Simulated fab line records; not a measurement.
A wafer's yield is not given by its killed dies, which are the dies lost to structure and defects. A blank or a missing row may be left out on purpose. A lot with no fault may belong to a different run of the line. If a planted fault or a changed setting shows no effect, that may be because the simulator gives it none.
fab line records	flow n5_finfet
[record] lots = 10	wafers = 28	last_day = 19
route steps=1938 shown BEOL_M0_SAQP@675 BEOL_M0_CUTY@709 BEOL_M4@1111 PASSIVATION@1936
lots untouched by any fault: they come from a run of this same line in which no faults occurred
start_h: hours from the record's first day to the start of the lot's first wafer shown	wait_h: time in hours since the lot's previous step	" identical to the entry in the row above	L1.1+2: a row that stands for several wafers	- no value present, or no start provided	* or withheld: withheld	< > ~ a bound
route shown NAME@n: a module of which the file shows steps, and the number in the route of the first	usual: average and standard deviation across the fault-free wafers	same: alike in all rows	chamber/n: place in a boat	sites: per-site readings	_std_site: their standard deviation	_edge_site: inner sites' mean taken away from outer sites' mean	radius_mm: how far each site lies from the wafer's centre	mask NAME#n: copy n	behind: the last tool/chamber to shape the wafer	hold: why the lot went on hold/how many hours it stayed there/how the hold came to an end	device: transistor that didn't switch, given as n, p or np	end of line: at the end of the route, the tests of the same wafers	a step given without rows: its recipe and nothing more	killed: count of dies lost to structure and defects at first sort (not the wafer's yield)	map: shows each die of a wafer: x if killed, . if not, _ if none is there
set.NAME: the setting as run; set.NAME@STEP: as run at that earlier step	model.NAME: the simulator's own value behind a step, which no gauge read
one table for each step of the route and one row for each wafer, over a sample of lots
services: the hour from which a tool's chamber was out of use, counted from the record's first day as start_h (under 0 if before that day), plus the number of hours and why
[[steps]]
[step N5_BEOL_M0_SAQP_RECESS_109]
[recipe] chemistry = HF/NH3	target = SiO2	target_depth_a = 30	afs_cycles = 1	temp_c = 30	sublimation_temp_c = 180	sublimation_time_s = 60
[usual] drypump_motor_current_A = 5.9/0.3	temp_c = 30.00/0.12
lot.wafer	tool	chamber	start_h	wait_h	drypump_motor_current_A	temp_c
L666.3	vapor_etch-01	0	124.21	0.1	6.2	30.14
L666.6	"	0	"	"	6.2	29.99
L671.1	vapor_etch-01	1	152.50	0.0	5.7	30.07
L671.3	"	0	"	"	6.2	30.20
L671.6	"	1	"	"	5.7	30.14
L675.1	vapor_etch-01	1	178.94	0.0	5.7	29.85
L675.4	"	1	"	"	5.7	29.97
L676.1	vapor_etch-01	0	182.23	0.0	6.2	30.06
L676.2	"	1	"	"	5.7	29.78
L676.4	"	1	"	"	5.7	29.96
L678.2	vapor_etch-02	0	195.95	0.0	5.4	29.76
L678.3	"	1	"	"	5.8	29.87
L678.5	"	1	"	"	5.9	29.93
L679.1	vapor_etch-01	0	201.81	0.0	6.2	30.15
L679.3	"	0	"	"	6.2	30.16
L679.4	"	0	"	"	6.2	30.24
L681.1	vapor_etch-02	0	213.61	0.0	5.4	30.13
L681.2	"	1	"	"	5.9	30.14
L681.4	"	1	"	"	5.9	30.00
L682.4	vapor_etch-02	1	217.24	0.1	5.8	30.04
L682.5	"	1	"	"	5.8	29.98
L682.6	"	0	"	"	5.4	29.87
L686.1	vapor_etch-01	0	246.96	0.0	6.2	30.02
L686.5	"	1	"	"	5.7	29.88
L686.6	"	0	"	"	6.2	30.22
L687.1	vapor_etch-01	1	253.07	0.0	5.7	30.25
L687.3	"	0	"	"	6.2	29.90
L687.5	"	0	"	"	6.2	29.83
[step N5_BEOL_M0_SAQP_CUT_ETCH_46]
[recipe] chemistry = N2/H2	target = SOC	target_depth_a = 1350	overetch_a = 270	temp_c = 40	time_s = 202.5	ion_energy_ev = 200	mask_material = SiARC	pressure_mtorr = 30	source_w = 840	bias_w = 150	n2_flow_sccm = 200	h2_flow_sccm = 200
[usual] drypump_motor_current_A = 5.6/0.4	h2_flow_sccm = 199.9/0.56	rf_vpp_V = 524.0/1.9	showerhead_plenum_p_Torr = 2.55/0.066	temp_c = 40.00/0.11	throttle_valve_pct = 17.81/0.24
[same] time_s = 202.5
lot.wafer	tool	chamber	start_h	wait_h	drypump_motor_current_A	h2_flow_sccm	rf_hours_counter_h	rf_vpp_V	showerhead_plenum_p_Torr	temp_c	throttle_valve_pct
L666.3	rie_diel-06	0	125.58	0.0	5.2	200.0	95	521.7	2.47	40.08	18.04
L666.6	"	1	"	"	6.6	200.0	-	523.3	2.54	39.86	18.01
L671.1	rie_diel-05	0	154.04	0.0	5.2	198.5	75	522.7	2.45	40.13	17.25
L671.3	"	1	"	"	5.6	200.0	204	526.5	2.63	40.11	17.73
L671.6	"	3	"	"	5.1	200.1	-	524.1	2.49	39.95	18.08
L675.1	rie_diel-06	2	180.54	0.0	5.7	199.9	175	525.5	2.64	40.09	17.92
L675.4	"	1	"	"	6.5	199.3	226	522.6	2.53	39.85	18.06
L676.1	rie_diel-05	0	183.63	0.0	5.2	199.7	83	521.6	2.45	40.08	17.24
L676.2	"	1	"	"	5.6	200.0	213	525.5	2.63	40.04	17.76
L676.4	"	2	"	"	6.2	199.4	61	525.0	2.60	39.87	17.56
L678.2	rie_diel-02	2	197.48	0.0	6.0	201.3	162	524.3	2.54	40.00	17.75
L678.3	"	3	"	"	5.6	199.4	3	522.5	2.51	40.10	17.68
L678.5	"	3	"	"	5.6	199.2	-	522.0	2.51	40.13	17.67
L679.1	rie_diel-06	0	203.75	0.0	5.1	200.4	116	522.4	2.46	40.08	18.08
L679.3	"	1	"	"	6.5	199.6	232	524.6	2.53	40.06	18.07
L679.4	"	3	"	"	5.6	200.7	188	526.6	2.63	39.90	17.92
L681.1	rie_diel-06	2	215.03	0.0	5.6	200.3	184	525.8	2.63	40.01	17.93
L681.2	"	3	"	"	5.6	200.3	191	526.5	2.63	40.09	17.94
L681.4	"	0	"	"	5.2	200.3	118	521.7	2.46	39.93	18.06
L682.4	rie_diel-06	1	218.86	0.0	6.6	200.8	236	523.3	2.53	39.84	18.08
L682.5	"	3	"	"	5.7	200.4	-	525.9	2.63	40.08	17.94
L682.6	"	0	"	"	5.2	199.7	-	522.8	2.46	40.03	18.08
L686.1	rie_diel-05	1	248.49	0.0	5.7	201.0	228	526.3	2.62	39.96	17.78
L686.5	"	1	"	"	5.6	200.3	-	526.2	2.62	40.06	17.78
L686.6	"	0	"	"	5.2	199.6	-	522.3	2.44	39.85	17.27
L687.1	rie_diel-02	3	255.64	0.0	5.6	199.1	20	523.3	2.50	39.88	17.71
L687.3	"	1	"	"	5.6	199.8	70	522.5	2.48	40.07	17.89
L687.5	"	1	"	"	5.6	199.8	-	522.1	2.49	40.04	17.88
[step N5_BEOL_M0_SAQP_ALD_48]
[recipe] material = SiO2	target_thk_a = 200	temp_c = 100	ald_precursor_family = BDEAS	ald_co_reactant = O2-plasma	pulse_time_s = 1	co_reactant_pulse_time_s = 1	purge_time_s = 2	co_reactant_purge_time_s = 2	ald_cycles = 139	pressure_torr = 2
[usual] heater_power_w = 80/10	precursor_pulse_height_rel = 0.998/0.022
lot.wafer	tool	chamber	start_h	wait_h	heater_power_w	precursor_pulse_height_rel
L666.3	ald_sin-01	1	125.88	0.1	88	1.010
L666.6	"	2	"	"	76	0.993
L671.1	ald_sin-03	3	154.24	0.0	76	0.995
L671.3	"	2	"	"	80	0.962
L671.6	"	0	"	"	85	1.014
L675.1	ald_sin-03	1	180.92	0.2	71	1.005
L675.4	"	0	"	"	86	1.012
L676.1	ald_sin-02	1	184.06	0.3	72	1.008
L676.2	"	0	"	"	78	1.026
L676.4	"	2	"	"	104	0.996
L678.2	ald_sin-01	3	197.68	0.0	78	1.059
L678.3	"	2	"	"	78	1.002
L678.5	"	2	"	"	78	0.980
L679.1	ald_sin-01	1	203.95	0.0	88	0.969
L679.3	"	2	"	"	78	0.992
L679.4	"	0	"	"	73	0.956
L681.1	ald_sin-02	2	215.25	0.1	103	0.966
L681.2	"	0	"	"	81	1.035
L681.4	"	3	"	"	71	0.974
L682.4	ald_sin-01	0	219.06	0.0	73	1.026
L682.5	"	3	"	"	78	1.003
L682.6	"	0	"	"	75	0.989
L686.1	ald_sin-01	1	248.69	0.0	87	0.980
L686.5	"	2	"	"	76	0.997
L686.6	"	1	"	"	88	0.988
L687.1	ald_sin-03	1	255.84	0.0	69	1.024
L687.3	"	2	"	"	80	1.003
L687.5	"	2	"	"	81	1.000
[step N5_BEOL_M0_CUTY_OVL_MEAS_58]
[recipe] points_per_wafer = 44
[usual] M0_ABLK_OVL = -0.2/0.83
lot.wafer	tool	chamber	start_h	wait_h	M0_ABLK_OVL[nm]
L666.3	overlay-02	0	126.93	0.0	-0.6
L666.6	"	0	"	"	0.4
L671.1	overlay-01	0	155.16	0.0	-0.1
L671.3	"	0	"	"	0.8
L671.6	"	0	"	"	-0.4
L675.1	overlay-02	0	181.97	0.0	-0.9
L675.4	"	0	"	"	-0.2
L676.1	overlay-01	0	185.16	0.0	-1.4
L676.2	"	0	"	"	-2.0
L676.4	"	0	"	"	-1.4
L678.2	overlay-02	0	198.80	0.0	0.6
L678.3	"	0	"	"	-0.7
L678.5	"	0	"	"	0.9
L679.1	overlay-01	0	204.88	0.0	-1.4
L679.3	"	0	"	"	-2.5
L679.4	"	0	"	"	0.4
L681.1	overlay-01	0	216.37	0.0	-1.6
L681.2	"	0	"	"	-0.6
L681.4	"	0	"	"	-0.5
L682.4	overlay-02	0	220.11	0.0	0.2
L682.5	"	0	"	"	0.1
L682.6	"	0	"	"	-0.5
L686.1	overlay-02	0	249.74	0.0	-1.3
L686.5	"	0	"	"	-1.7
L686.6	"	0	"	"	-0.1
L687.1	overlay-02	0	256.89	0.0	0.6
L687.3	"	0	"	"	-0.2
L687.5	"	0	"	"	0.6
[step N5_BEOL_M0_CUTY_INSPECT_59]
[recipe] mode = adi	inspect_instrument = macro
[usual] raw_defect_count = 2.1/1.4
lot.wafer	tool	chamber	start_h	wait_h	raw_defect_count
L666.3	defect_inspect-01	-	126.96	0.0	1
L666.6	"	-	"	"	2
L671.1	defect_inspect-01	-	155.18	0.0	2
L671.3	"	-	"	"	1
L671.6	"	-	"	"	2
L675.1	defect_inspect-01	-	182.00	0.0	0
L675.4	"	-	"	"	0
L676.1	defect_inspect-01	-	185.18	0.0	0
L676.2	"	-	"	"	5
L676.4	"	-	"	"	2
L678.2	defect_inspect-01	-	198.82	0.0	3
L678.3	"	-	"	"	2
L678.5	"	-	"	"	1
L679.1	defect_inspect-01	-	204.90	0.0	1
L679.3	"	-	"	"	2
L679.4	"	-	"	"	4
L681.1	defect_inspect-02	-	216.40	0.0	1
L681.2	"	-	"	"	5
L681.4	"	-	"	"	10
L682.4	defect_inspect-02	-	220.14	0.0	1
L682.5	"	-	"	"	2
L682.6	"	-	"	"	14
L686.1	defect_inspect-01	-	249.76	0.0	2
L686.5	"	-	"	"	2
L686.6	"	-	"	"	3
L687.1	defect_inspect-01	-	256.91	0.0	2
L687.3	"	-	"	"	4
L687.5	"	-	"	"	0
[step N5_BEOL_M4_RC_MEAS_101]
[usual] DIBL_N = 36.5/1.9	DIBL_P = 36.4/2.2	IOFF_N = 0.17/0.034	IOFF_P = 0.21/0.036	ION_N = 678/12	ION_P = 462/7.1	SS_N = 71.7/0.61	SS_P = 73.4/0.71	VT_N = 249/3.5	VT_P = -251/3
lot.wafer	tool	chamber	start_h	wait_h	DIBL_N[mV/V]	DIBL_P[mV/V]	IOFF_N[nA/um]	IOFF_P[nA/um]	ION_N[uA/um]	ION_P[uA/um]	SS_N[mV/dec]	SS_P[mV/dec]	VT_N[mV]	VT_P[mV]
L666.3	prober-02	0	204.51	0.3	39.2	39.0	0.22	0.23	689	462	72.0	74.0	246	-252
L666.6	"	0	"	"	39.5	38.4	0.22	0.24	677	464	72.4	73.7	245	-252
L671.1	prober-02	0	238.07	0.0	34.9	34.9	0.15	0.20	681	470	71.3	73.2	247	-250
L671.3	"	0	"	"	35.3	33.9	0.15	0.19	666	458	71.8	72.7	249	-248
L671.6	"	0	"	"	34.3	33.7	0.14	0.19	667	469	71.0	72.7	250	-253
L675.1	prober-02	0	274.55	0.0	35.0	34.6	0.12	0.17	667	456	71.5	72.6	256	-254
L675.4	"	0	"	"	35.8	35.2	0.13	0.18	664	452	71.1	72.2	254	-252
L676.1	prober-01	0	276.51	0.0	38.7	36.9	0.17	0.20	686	460	71.9	73.5	248	-252
L676.2	"	0	"	"	37.4	35.4	0.15	0.18	657	455	71.2	73.8	254	-254
L676.4	"	0	"	"	39.8	39.0	0.20	0.24	690	466	72.5	74.3	249	-252
L678.2	prober-02	0	282.68	0.2	39.9	40.4	0.25	0.28	707	470	72.9	75.2	245	-248
L678.3	"	0	"	"	35.5	34.8	0.16	0.19	663	453	71.0	73.6	251	-251
L678.5	"	0	"	"	37.2	36.8	0.18	0.23	674	462	72.1	74.4	249	-249
L679.1	prober-02	0	294.59	0.0	33.7	34.0	0.11	0.16	664	456	71.0	72.5	255	-252
L679.3	"	0	"	"	38.1	39.5	0.18	0.24	683	474	72.7	73.6	252	-250
L679.4	"	0	"	"	34.3	34.0	0.11	0.15	661	453	70.8	72.9	255	-255
L681.1	prober-01	0	299.84	0.0	38.4	39.3	0.20	0.25	689	470	71.7	73.9	244	-248
L681.2	"	0	"	"	36.4	37.1	0.16	0.21	674	459	71.1	73.2	250	-251
L681.4	"	0	"	"	36.3	36.7	0.17	0.21	700	474	71.9	73.1	247	-251
L682.4	prober-01	0	307.56	0.5	33.3	34.4	0.14	0.16	686	462	72.0	72.5	250	-254
L682.5	"	0	"	"	33.8	34.5	0.12	0.16	662	455	71.7	73.3	254	-253
L682.6	"	0	"	"	35.5	36.3	0.16	0.19	674	456	71.9	73.9	250	-253
L686.1	prober-01	0	333.86	0.0	33.3	33.5	0.13	0.15	663	460	71.1	72.2	250	-253
L686.5	"	0	"	"	37.5	38.2	0.19	0.21	677	459	72.0	73.9	248	-250
L686.6	"	0	"	"	36.8	36.7	0.18	0.20	680	460	71.3	73.4	244	-252
L687.1	prober-01	0	347.71	0.0	36.4	35.3	0.16	0.21	669	459	71.8	73.7	250	-250
L687.3	"	0	"	"	34.1	32.6	0.13	0.17	673	464	71.4	72.4	253	-253
L687.5	"	0	"	"	34.1	32.6	0.13	0.18	676	466	71.1	73.0	251	-252
[step N5_PASSIVATION_PROBE_49]
[usual] defect_limited_yield = 91.0/1.5	killed_at_M0_to_M3 = 35/11	killed_at_M4_up = 13/5	killed_at_contacts = 12/5.9	killed_at_front_end = 42/13	killed_at_other = 3/3.2	killed_dies = 106/18	killed_open = 69/13	killed_short = 35/8.9	sort_bin_5_function = 5.2/0.95	sort_bin_6_memory = 3.3/0.71	sort_n_pass = 1074/18	sort_yield_pct = 91.0/1.5
[same] gross_dies = 1180	killed_at_back_side = 0	sort_bin_4_leakage[%] = 0	sort_bin_8_speed[%] = 0
lot.wafer	tool	chamber	start_h	wait_h	defect_limited_yield[%]	killed_at_M0_to_M3	killed_at_M4_up	killed_at_contacts	killed_at_front_end	killed_at_other	killed_dies	killed_open	killed_short	sort_bin_5_function[%]	sort_bin_6_memory[%]	sort_n_pass	sort_yield_pct[%]
L681.4	prober-02	-	414.24	0.2	90.2	57	16	9	33	1	116	82	30	5.6	4.2	1064	90.2
L682.6	prober-01	-	425.53	0.3	91.9	42	6	12	35	0	95	56	26	5.5	2.3	1085	91.9
// killed by level:class
L681.4 BEOL_M1:geometric_particle:open=12 BEOL_M0_SAQP:geometric_particle:open=12 BEOL_M3:geometric_particle:open=12 FIN_SAQP:geometric_particle:open=9 STI_FIN_REVEAL:geometric_particle:open=7 MOL_CONTACT_COAG:geometric_particle:open=7 BEOL_M4:geometric_particle:open=7 BEOL_M1:geometric_particle:short=6
L682.6 BEOL_M0_SAQP:unspecified=10 BEOL_M2:geometric_particle:open=9 FIN_SAQP:geometric_particle:short=7 MOL_CONTACT_COAG:geometric_particle:open=7 BEOL_M0_SAQP:geometric_particle:open=7 FIN_SAQP:geometric_particle:open=5 BEOL_M3:geometric_particle:open=5 STARTING-WAFER:geometric_particle:open=4
[[services]]
tool	chamber	start_h	hours	kind
ald_sin-01	0	101.50	-	clean
ald_sin-01	1	101.50	-	clean
ald_sin-01	2	101.50	-	clean
ald_sin-01	3	101.50	-	clean
ald_sin-01	2	105.64	5.0	repair
rie_diel-02	0	110.40	10.7	repair
rie_diel-02	-	134.86	0.7	repair
ald_sin-01	0	135.09	3.7	repair
ald_sin-03	1	147.19	7.9	repair
rie_diel-02	3	147.66	-	clean
rie_diel-02	3	147.66	-	consumable_replace:focus_ring
rie_diel-02	3	147.66	33.6	scheduled_down
rie_diel-02	3	147.66	33.6	vent_cycle
ald_sin-02	1	169.32	4.6	repair
vapor_etch-01	1	190.54	18.7	repair
ald_sin-02	3	205.56	-	calibration
rie_diel-02	3	205.74	6.4	repair
rie_diel-02	0	207.35	34.2	repair
ald_sin-03	3	222.60	5.0	repair
rie_diel-05	3	225.33	-	clean
rie_diel-05	3	225.33	-	consumable_replace:focus_ring
rie_diel-05	3	225.33	13.3	scheduled_down
rie_diel-05	3	225.33	13.3	vent_cycle
ald_sin-03	-	252.95	0.7	repair
[[key]]
[first_sign] step = N5_BEOL_M0_CUTY_INSPECT_59	reading = raw_defect_count	direction = up	sigmas = 7.3	usual = 2.1	struck = 12
effect none on later readings
met_at N5_BEOL_M0_SAQP_CUT_ETCH_46
struck_lots L681,L682
struck_wafers L681.4,L682.6
not_acting_at N5_BEOL_M0_SAQP_RECESS_109,N5_BEOL_M0_SAQP_ALD_48,N5_BEOL_M0_CUTY_OVL_MEAS_58
onset_between 203.75 215.03
[fault] kind = chamber_particle_source	tool = rie_diel-06	chamber = 0	onset_h = 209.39	steps = N5_BEOL_M0_SAQP_CUT_ETCH_46	rate_per_visit_cm2 = 0.010708	end_h = 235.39
